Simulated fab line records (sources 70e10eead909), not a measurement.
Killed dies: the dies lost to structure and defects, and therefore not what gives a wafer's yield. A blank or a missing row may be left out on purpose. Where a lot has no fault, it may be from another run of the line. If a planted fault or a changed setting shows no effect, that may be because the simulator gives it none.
fab line records	flow nand-harc
record lots=5	wafers=15	last-day=23
route steps=1159 shown P_BONDPAD@357 END@1159
lots untouched by any fault: they come from a run of this same line in which no faults occurred
start-h: hours from the record's first day to the start of the lot's first wafer shown	wait-h: how many hours have passed since the lot's step before this one	" identical to the entry in the row above	L1.1+2: a single row standing in for several wafers	- value missing, or start not given	* or withheld: withheld	< > ~ a bound
route shown NAME@n: NAME is a module with steps in the file, n the number in the route of the first one	usual: the fault-free wafers' mean and standard deviation	same: alike in all rows	chamber/n: place in a boat	sites: each site's reading	_std_site: the standard deviation of these	_edge_site: mean of outer sites minus mean of inner sites	radius-mm: for every site, how far away it sits from the centre of the wafer	mask NAME#n: copy n	behind: the tool/chamber that last shaped the wafer	hold: why the lot went on hold/how many hours it stayed there/how the hold came to an end	device: transistor that didn't switch, given as n, p or np	end of line: the same wafers' tests at the end of the route	for a step that has no rows: nothing shown but its recipe	killed: at the first sort, the dies lost to defects and structure; wafer yield is something else	map: dies across one wafer; x = killed, . = not, _ = none there
set.NAME: the run value of the setting; set.NAME@STEP: its run value at that earlier step	model.NAME: the simulator's own value behind a step, which no gauge read
a table for each step, a row for each wafer; lots at some steps of the route
services: when a tool's chamber went out of use (start-h, in hours from the record's first day, below 0 if earlier), for how many hours, and the reason
## steps
# step NHARC_P_BONDPAD_COAT_36
# recipe temp-c=200	time-s=65
# step NHARC_P_BONDPAD_COAT_03
# recipe spin-rpm=2000	resist-thk-nm=600
# step NHARC_P_BONDPAD_SOFTBAKE_04
# recipe temp-c=125	time-s=70
# step NHARC_P_BONDPAD_EBR_05
# step NHARC_P_BONDPAD_EXPOSE_06
# recipe na=0.55	dose-mj=37.06	mask-id=P_BPAD
# step NHARC_P_BONDPAD_PEB_07
# recipe peb-temp-c=128	peb-time-s=80
# step NHARC_P_BONDPAD_DEVELOP_08
# recipe time-s=50	dev-temp-c=22
# step NHARC_P_BONDPAD_CD_MEAS_09
# recipe target-cd-nm=500	landing-energy-ev=500
# usual cd-nm=500.6/2.6
lot.wafer	tool	chamber	start-h	wait-h	cd-nm
L357.2	cd-sem-03	0	142.17	-	501.5
L357.4	"	0	"	"	499.5
L357.5	"	0	"	"	499.4
L359.1	cd-sem-03	0	152.84	-	501.1
L359.3	"	0	"	"	504.2
L359.6	"	0	"	"	504.5
L361.2	cd-sem-01	0	157.33	-	505.0
L361.3	"	0	"	"	500.5
L361.5	"	0	"	"	502.9
L365.1	cd-sem-03	0	181.43	-	501.2
L365.3	"	0	"	"	501.9
L365.4	"	0	"	"	499.8
L374.1	cd-sem-01	0	233.22	-	499.9
L374.3	"	0	"	"	501.0
L374.5	"	0	"	"	502.4
# step NHARC_P_BONDPAD_OVL_MEAS_38
# usual overlay-x-nm=2/5.3	overlay-y-nm=1/6.4
lot.wafer	tool	chamber	start-h	wait-h	overlay-x-nm	overlay-y-nm
L357.2	overlay-02	-	142.26	-	4	-6
L357.4	"	-	"	"	4	-6
L357.5	"	-	"	"	5	-6
L359.1	overlay-02	-	152.93	-	5	-3
L359.3	"	-	"	"	4	-2
L359.6	"	-	"	"	5	-2
L361.2	overlay-02	-	157.42	-	-4	-4
L361.3	"	-	"	"	-5	-4
L361.5	"	-	"	"	-4	-4
L365.1	overlay-01	-	181.51	-	-9	-6
L365.3	"	-	"	"	-9	-7
L365.4	"	-	"	"	-8	-7
L374.1	overlay-02	-	233.31	-	10	0
L374.3	"	-	"	"	9	0
L374.5	"	-	"	"	9	1
# step NHARC_P_BONDPAD_HARDBAKE_10
# recipe temp-c=118	time-s=65
# step NHARC_P_BONDPAD_DESCUM_11
# recipe time-s=3	o2-flow-sccm=200	ar-flow-sccm=0	bias-power-w=0	chemistry=O2
# usual drypump-motor-current-A=5.4/0.42	oes-product-au=0.990/0.0091	rf-vpp-V=57.9/0.92	showerhead-plenum-p-Torr=1.94/0.055	throttle-valve-pct=11.310/0.0086
lot.wafer	tool	chamber	start-h	wait-h	drypump-motor-current-A	oes-product-au	rf-hours-counter-h	rf-vpp-V	showerhead-plenum-p-Torr	throttle-valve-pct
L357.4	rie-diel-04	2	142.38	-	4.8	0.991	1	58.5	1.97	11.299
L357.2	"	0	"	"	6.0	0.983	2	59.3	1.96	11.299
L357.5	"	3	"	"	5.4	0.990	-	57.7	1.97	11.302
L359.1	rie-diel-04	0	153.05	-	6.0	0.996	3	59.6	1.96	11.324
L359.3	"	2	"	"	4.9	0.986	2	59.1	1.97	11.315
L359.6	"	1	"	"	5.2	0.989	-	56.4	1.88	11.313
L361.2	rie-diel-04	2	157.54	-	4.8	0.984	3	59.0	1.97	11.313
L361.3	"	3	"	"	5.3	0.981	4	57.6	1.97	11.304
L361.5	"	3	"	"	5.3	0.985	-	57.3	1.97	11.315
L365.3	rie-diel-04	3	181.64	-	5.3	0.982	5	60.3	1.97	11.311
L365.1	"	0	"	"	6.1	0.980	6	57.8	1.96	11.303
L365.4	"	2	"	"	4.8	0.981	5	58.0	1.97	11.328
L374.3	rie-diel-04	0	233.44	-	6.0	0.980	11	58.0	1.96	11.322
L374.1	"	2	"	"	4.8	0.995	10	57.3	1.97	11.328
L374.5	"	0	"	"	6.0	0.978	-	57.7	1.96	11.311
# step NHARC_P_BONDPAD_ETCH_37
# recipe target-depth-a=600	overetch-a=180	time-s=65.91	ion-energy-ev=200	n2-flow-sccm=150	h2-flow-sccm=150	ar-flow-sccm=0	rf-w=400	bias-w=150	chemistry=N2/H2
# usual drypump-motor-current-A=5.4/0.41	oes-product-au=0.990/0.01	rf-fwd-power-W=395.9/1.5	rf-vpp-V=431.5/1.9	showerhead-plenum-p-Torr=2.07/0.06	throttle-valve-pct=14.169/0.0093
lot.wafer	tool	chamber	start-h	wait-h	drypump-motor-current-A	oes-product-au	rf-fwd-power-W	rf-hours-counter-h	rf-vpp-V	showerhead-plenum-p-Torr	throttle-valve-pct
L357.2	rie-diel-04	3	142.46	0.1	5.3	0.993	397.1	2	433.4	2.10	14.172
L357.4	"	0	"	"	6.0	0.985	394.9	2	432.9	2.09	14.164
L357.5	"	0	"	"	6.0	0.993	393.4	-	431.4	2.09	14.176
L359.1	rie-diel-04	1	153.14	0.1	5.3	0.985	396.8	2	430.4	2.00	14.179
L359.3	"	2	"	"	4.9	0.995	395.0	2	433.1	2.10	14.164
L359.6	"	0	"	"	6.0	0.992	394.7	-	431.9	2.09	14.160
L361.3	rie-diel-04	1	157.73	0.2	5.3	0.979	397.4	3	430.4	2.00	14.193
L361.2	"	2	"	"	4.9	0.987	395.3	3	432.1	2.10	14.160
L361.5	"	1	"	"	5.3	0.995	395.8	-	430.2	2.00	14.164
L365.4	rie-diel-04	0	181.72	0.1	6.0	0.983	394.6	6	432.2	2.09	14.175
L365.3	"	1	"	"	5.2	0.978	395.8	6	429.5	2.00	14.154
L365.1	"	2	"	"	4.8	0.989	396.0	5	432.0	2.10	14.173
L374.1	rie-diel-04	2	233.67	0.2	4.8	0.997	392.4	10	430.2	2.10	14.158
L374.3	"	3	"	"	5.3	0.988	397.5	10	432.0	2.10	14.183
L374.5	"	1	"	"	5.2	0.967	395.7	-	430.1	2.00	14.169
# step NHARC_P_BONDPAD_ETCH_12
# recipe target-depth-a=2000	time-s=100	chf3-flow-sccm=50	o2-flow-sccm=10	ar-flow-sccm=200	rf-w=500	bias-w=200	chemistry=CHF3/O2
# usual drypump-motor-current-A=5.4/0.41	oes-product-au=0.927/0.02	rf-fwd-power-W=496.4/1.6	rf-vpp-V=371.4/1.7	showerhead-plenum-p-Torr=2.44/0.066	throttle-valve-pct=20.572/0.0091
lot.wafer	tool	chamber	start-h	wait-h	drypump-motor-current-A	oes-product-au	rf-fwd-power-W	rf-hours-counter-h	rf-vpp-V	showerhead-plenum-p-Torr	throttle-valve-pct
L357.2	rie-diel-04	1	142.56	-	5.2	0.966	493.9	2	370.2	2.36	20.574
L357.4	"	0	"	"	6.0	0.965	498.6	2	371.9	2.46	20.559
L357.5	"	1	"	"	5.2	0.971	495.4	-	368.6	2.36	20.576
L359.3	rie-diel-04	0	153.25	-	6.0	0.909	497.0	3	370.8	2.46	20.580
L359.1	"	1	"	"	5.2	0.917	497.4	2	369.9	2.36	20.567
L359.6	"	2	"	"	4.9	0.913	496.9	-	373.4	2.47	20.573
L361.3	rie-diel-04	0	157.82	-	6.1	0.906	494.8	4	371.8	2.46	20.565
L361.2	"	1	"	"	5.2	0.902	498.6	3	369.1	2.36	20.561
L361.5	"	1	"	"	5.3	0.919	498.4	-	370.8	2.36	20.577
L365.1	rie-diel-04	3	181.82	-	5.3	0.916	495.7	5	372.6	2.47	20.574
L365.4	"	0	"	"	6.1	0.912	495.6	6	372.7	2.46	20.578
L365.3	"	1	"	"	5.2	0.917	497.1	6	370.2	2.36	20.577
L374.1	rie-diel-04	0	233.75	-	6.0	0.846	436.4	11	372.1	2.45	20.576
L374.3	"	2	"	"	4.9	0.913	495.7	10	370.0	2.47	20.576
L374.5	"	1	"	"	5.2	0.902	494.0	-	369.7	2.36	20.565
# step NHARC_P_BONDPAD_CD_MEAS_13
# usual cd-nm=499.1/2.9
lot.wafer	tool	chamber	start-h	wait-h	cd-nm
L357.2	cd-sem-01	-	142.70	-	500.5
L357.4	"	-	"	"	498.5
L357.5	"	-	"	"	498.2
L359.1	cd-sem-02	-	153.37	-	499.4
L359.3	"	-	"	"	501.6
L359.6	"	-	"	"	502.5
L361.2	cd-sem-02	-	157.96	-	504.4
L361.3	"	-	"	"	498.9
L361.5	"	-	"	"	502.1
L365.1	cd-sem-03	-	181.95	-	496.6
L365.3	"	-	"	"	500.2
L365.4	"	-	"	"	498.4
L374.1	cd-sem-02	-	233.89	-	497.7
L374.3	"	-	"	"	499.8
L374.5	"	-	"	"	500.0
# step NHARC_END_SORT_01
# recipe temp-c=25
# usual defect-limited-yield=95.7/1.2	killed-at-array=25/7.8	killed-at-other=0.6/0.81	killed-at-periphery=3.3/2.2	killed-dies=29/8.2	killed-open=3.5/1.9	killed-short=1.8/1.3	sort_bin_2_pct=1.3/0.5	sort_bin_3_pct=0.23/0.21	sort_bin_4_pct=2.8/0.9	sort-n-pass=648/8.2	sort-rim-yield-pct=94.3/2.8	sort-yield-pct=95.7/1.2
# same gross-dies=677	sort_bin_5_pct[%]=0	sort_bin_6_pct[%]=0	sort_bin_7_pct[%]=0	sort_bin_8_pct[%]=0	sort-rim-n-gross=106.00
lot.wafer	tool	chamber	start-h	wait-h	defect-limited-yield[%]	killed-at-array	killed-at-other	killed-at-periphery	killed-dies	killed-open	killed-short	sort_bin_2_pct[%]	sort_bin_3_pct[%]	sort_bin_4_pct[%]	sort-n-pass	sort-rim-yield-pct[%]	sort-yield-pct[%]
L357.2	prober-01	0	447.02	2.8	96.0	24	0	3	27	6	2	0.6	0.15	3.2	650	94.3	96.0
L357.4	prober-01	0	448.63	3.4	94.4	34	0	4	38	3	2	2.1	0	3.5	639	90.6	94.4
L357.5	prober-01	0	449.43	3.7	96.3	22	0	3	25	1	0	1.5	0	2.2	652	95.3	96.3
L365.1	prober-02	0	498.01	2.5	97.2	16	0	3	19	1	0	0.6	0	2.2	658	92.5	97.2
L365.3	prober-02	0	499.62	3.1	95.3	23	1	8	32	1	1	1.3	0.15	3.2	645	92.5	95.3
L374.1	prober-02	0	540.45	2.5	1.5	20	1	646	667	1	4	96.2	0.30	2.1	10	5.7	1.5
# killed by level:class
L357.2 A_CHANNEL_HOLE_D1:chamber-film-flake=8 A_SLIT:chamber-film-flake=5 A_CONTACT:geometric-particle:open=2 A_SGD_CUT:chamber-film-flake=2 P_GATE:geometric-particle:short=1 P_M2:geometric-particle:open=1 A_CHANNEL_FILL_D1:geometric-particle:open=1 A_SGD_CUT:geometric-particle:open=1
L357.4 A_CHANNEL_HOLE_D1:chamber-film-flake=14 A_SLIT:chamber-film-flake=6 A_WL_FILL:chamber-film-flake=3 A_CONTACT:chamber-film-flake=3 P_ZERO_WELL:chamber-film-flake=2 A_CHANNEL_FILL_D1:chamber-film-flake=2 P_CONTACT:geometric-particle:open=1 A_ONON_D1:geometric-particle:open=1
L357.5 A_CHANNEL_HOLE_D1:chamber-film-flake=8 A_SLIT:chamber-film-flake=6 A_CONTACT:chamber-film-flake=3 A_SGD_CUT:chamber-film-flake=2 P_M0:geometric-particle:open=1 P_ZERO_WELL:chamber-film-flake=1 P_STI:chamber-film-flake=1 A_CHANNEL_FILL_D1:chamber-film-flake=1
L365.1 A_CHANNEL_HOLE_D1:chamber-film-flake=6 P_STI:chamber-film-flake=3 A_WL_FILL:chamber-film-flake=3 A_STAIRCASE:chamber-film-flake=2 A_SLIT:chamber-film-flake=2 A_WL_FILL:geometric-particle:open=1 A_ZERO_WELL:chamber-film-flake=1 A_CONTACT:chamber-film-flake=1
L365.3 A_CHANNEL_HOLE_D1:chamber-film-flake=11 P_STI:chamber-film-flake=6 A_CONTACT:chamber-film-flake=6 A_SLIT:chamber-film-flake=3 P_GATE:chamber-film-flake=2 A_CHANNEL_HOLE_D1:geometric-particle:short=1 A_CHANNEL_FILL_D1:geometric-particle:open=1 A_BONDPAD:chamber-film-flake=1
L374.1 P_BONDPAD:area-etch=644 A_CHANNEL_HOLE_D1:chamber-film-flake=16 P_CONTACT:geometric-particle:short=1 A_ONON_D1:geometric-particle:short=1 A_WL_FILL:geometric-particle:short=1 A_WL_FILL:geometric-particle:open=1 P_ZERO_WELL:chamber-film-flake=1 STARTING-WAFER:geometric-particle:short=1
# map L374.1 (x killed, . not)
____________x____________
_________xxxxxxx_________
_______xxxxxxxxxxx_______
______xxxxxxxxxxxxx______
_____.xxxxxxxxxxxxxx_____
____xxxxxxxxxxxxxxxxx____
____xxxxxxxxxxxxxxxxx____
___xxxxxxxxxxxxxxxxxxx___
___xxxxxxxxxxxxxxxxxxx___
__xxxxxxxxxxxxxxxxxxxxx__
__xxxxxxxxxxxxxxxxxxx.x__
_xxxxxxxxxxxxxxxxxxxxxxx_
_xxxxxxxxxxxxxxxxxxxxxxx_
_xxxxxxxxxxxxxxxxxxxxxxx_
_xxxxxxxxxxxxxxxxxxxxxxx_
_xxxxxxxxxxxxxxxxxxxxxxx_
xxxxxxxxxxxxxxxxxxxxxxxxx
xxxxxxxxxxxxxxxxxxxxxxxxx
xxxxxxxxxxxxxxxxxxxxxxxxx
xxxxxxxxxxxxxxxxxxxxxxxxx
xxxxxxxxxxxxxxxxxxxxxxxxx
_xxxxxxxxxxxxxxxxxxxxxxx_
_xxxxxxxxxxxxxxxxxxxxxxx_
_xxxxxxxxxxxxxxxxxxxxxx._
_xxxxxxxxxxxxxxxxxxxxxxx_
_xxxxxxxxxxxxxxxxxxxxxxx_
__xxxxxxxxxxxxxxxxxxxxx__
__xxxxxxxxxxxxxxxxxxxxx__
___xxxxxxxxxxxxxxxxxxx___
___xxxxxxxxxxxxxxxxxx.___
____x.xxxxxxxxxxxxxxx____
____xxxxxxxxxxxxxxxxx____
_____xxxxxxxxxxxxxxx_____
______xxx.xxxxxx.xx______
_______.x.xxxxxxxx_______
_________xxxxxx._________
____________x____________
# map L359.1 (x killed, . not)
____________.____________
_________......._________
_______..........._______
______.............______
_____..............._____
____......x..........____
____.................____
___...................___
___...................___
__...........x.........__
__.....................__
_......x...x............_
_.......xxxxx..........._
_........xx............._
_........x.............._
_.................x...x._
.........................
.........................
..............x........x.
.......x.................
.........................
_........x......x......._
_....x.x............x..._
_....x.................._
_......................._
_......................._
__.....................__
__.......x.............__
___.x.....x...........___
___........x..........___
____.............x...____
____.................____
_____..............._____
______.......x.....______
_______..........._______
_________x......_________
____________.____________
## services
tool	chamber	start-h	hours	kind
rie-diel-04	1	120.69	2.3	repair
rie-diel-04	0	121.00	-	clean
rie-diel-04	2	121.00	-	clean
rie-diel-04	3	121.00	-	clean
rie-diel-04	0	145.50	-	clean
rie-diel-04	1	145.50	-	clean
rie-diel-04	2	145.50	-	clean
rie-diel-04	3	145.50	-	clean
rie-diel-04	0	170.00	-	clean
rie-diel-04	1	170.00	-	clean
rie-diel-04	2	170.00	-	clean
rie-diel-04	3	170.00	-	clean
rie-diel-04	-	184.48	1.1	repair
rie-diel-04	0	194.50	-	clean
rie-diel-04	1	194.50	-	clean
rie-diel-04	2	194.50	-	clean
rie-diel-04	3	194.50	-	clean
rie-diel-04	0	219.00	-	clean
rie-diel-04	1	219.00	-	clean
rie-diel-04	2	219.00	-	clean
rie-diel-04	3	219.00	-	clean
## key
first-sign step=NHARC_P_BONDPAD_ETCH_12	reading=rf-fwd-power-W	direction=down	sigmas=36	usual=*	struck=*
effect step=NHARC_P_BONDPAD_ETCH_12	reading=oes-product-au	direction=down	sigmas=4	usual=0.927	struck=0.846
effect step=NHARC_END_SORT_01	reading=killed-at-periphery	direction=up	sigmas=99+	usual=3.3	struck=646
more-kills-born-at NHARC_P_BONDPAD_ETCH_12@rie-diel-04=644
met-at NHARC_P_BONDPAD_ETCH_12
struck-wafers L374.1
later-rows-left-out L374.1
onset-between 181.82 233.75
fault kind=process-parameter-drift	tool=rie-diel-04	chamber=0	onset-h=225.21	steps=NHARC_P_BONDPAD_ETCH_12	channel=rf-w	offset=*	shape=step	end-h=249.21	acts-in=*	stated=*
# later-rows-left-out: the simulator's readings of these wafers behind a module that went badly wrong aren't trusted and aren't shown, but for the sort
